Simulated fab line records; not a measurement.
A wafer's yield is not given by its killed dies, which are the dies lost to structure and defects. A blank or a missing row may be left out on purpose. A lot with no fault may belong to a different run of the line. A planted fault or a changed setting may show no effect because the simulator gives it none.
Chamber matching ; flow n5 finfet ; 4 sister chambers for N5_PMOS_HMC_CHANNEL_EPI_ETCH_38 on rie si-04
The step etches SiO2 in CF4, target depth 1.5 nm. 14 wafers are shown with their chamber, then 7 later ones without.

== WAFERS WITH THEIR CHAMBER ==
wafer;chamber;throttle valve pct (%);oes product au (a.u.)
L075.2;0;21.75;0.971
L075.3;3;21.38;1.010
L075.5;1;21.61;0.988
L077.4;1;21.62;0.985
L077.5;2;21.94;0.989
L077.6;1;21.62;0.992
L079.2;0;21.76;0.972
L079.3;1;21.61;0.988
L079.4;3;21.40;1.005
L086.1;0;21.77;0.970
L086.4;2;21.94;0.986
L086.6;1;21.62;0.987
L088.1;3;21.37;0.994
L088.3;2;21.95;0.986

SIGNATURES, as means of the wafers listed above
reading;chamber 0;chamber 1;chamber 2;chamber 3;scatter within a chamber
throttle valve pct;21.7600;21.6160;21.9433;21.3833;0.00924
oes product au;0.97100;0.98800;0.98700;1.00300;0.0041
Rule: a wafer lies at a distance from a chamber equal to the root of the sum of squares, over the readings, of (its reading less the chamber's mean, divided by the reading's scatter). The wafer belongs to the nearest chamber; if the next one is less than 2 further off, it can't be placed. The scatter: take each reading less its chamber's mean, square it, sum over the shown wafers, divide by the number of wafers less the number of chambers, and take the root.

== WAFERS WHOSE CHAMBER IS MISSING ==
wafer;throttle valve pct (%);oes product au (a.u.)
L088.4;21.61;0.981
L090.1;21.38;1.008
L090.2;21.61;0.982
L090.3;21.94;0.988
L095.2;21.95;0.999
L095.4;21.62;0.974
L095.5;21.95;0.991

== THE CHAMBER EACH PASSED THROUGH ==
wafer;from the rows above;in truth
L088.4;1;1
L090.1;3;3
L090.2;1;1
L090.3;2;2
L095.2;2;2
L095.4;1;1
L095.5;2;2
Placed correctly: 7 of 7. Left unplaced by these rows: 0. Placed wrongly: 0.
